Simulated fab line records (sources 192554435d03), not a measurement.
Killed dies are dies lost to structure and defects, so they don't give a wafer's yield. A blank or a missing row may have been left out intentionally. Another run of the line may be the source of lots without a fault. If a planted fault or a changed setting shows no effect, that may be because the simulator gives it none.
Chamber matching ; flow n5Finfet ; N5_BEOL_M2_STRIP_19 on rieDiel-01 has 4 sister chambers
The step strips in O2. 8 wafers are shown with their chamber, then 10 later ones without.

## EACH WAFER AND ITS CHAMBER
wafer;chamber;throttleValvePct (%);drypumpMotorCurrentA (A)
L077.1;0;16.77;5.3
L083.1;3;16.59;5.8
L083.5;1;16.28;4.8
L084.1;2;16.57;5.5
L084.3;0;16.80;5.4
L084.6;2;16.55;5.5
L085.3;3;16.57;5.8
L085.4;1;16.31;4.9

## WAFERS MISSING THEIR CHAMBER
wafer;throttleValvePct (%);drypumpMotorCurrentA (A)
L085.5;16.59;5.8
L091.1;16.58;5.5
L091.5;16.31;4.8
L091.6;16.58;5.5
L092.1;16.58;5.5
L092.2;16.35;4.9
L092.3;16.60;5.8
L095.1;16.85;5.3
L095.4;16.59;5.5
L095.6;16.62;5.7

## CHAMBER TAKEN BY EACH
wafer;from the rows above;in truth
L085.5;3;3
L091.1;2;2
L091.5;1;1
L091.6;2;2
L092.1;2;2
L092.2;1;1
L092.3;3;3
L095.1;0;0
L095.4;2;2
L095.6;3;3
Placed correctly: 10 of 10. Left unplaced by these rows: 0. Placed wrongly: 0.
How it was worked out, from the rows above alone: a wafer's distance from a chamber is the root of the sum, over the readings, of the square of ((its reading less the chamber's mean) divided by the reading's scatter). The wafer belongs to the nearest chamber; if the next one is less than 2 further off, it can't be placed. For every chamber, the mean is computed from those of its wafers that are shown. The scatter is the square root of a quotient: the sum, over the shown wafers, of each reading's squared deviation from its chamber's mean, divided by wafers minus chambers.
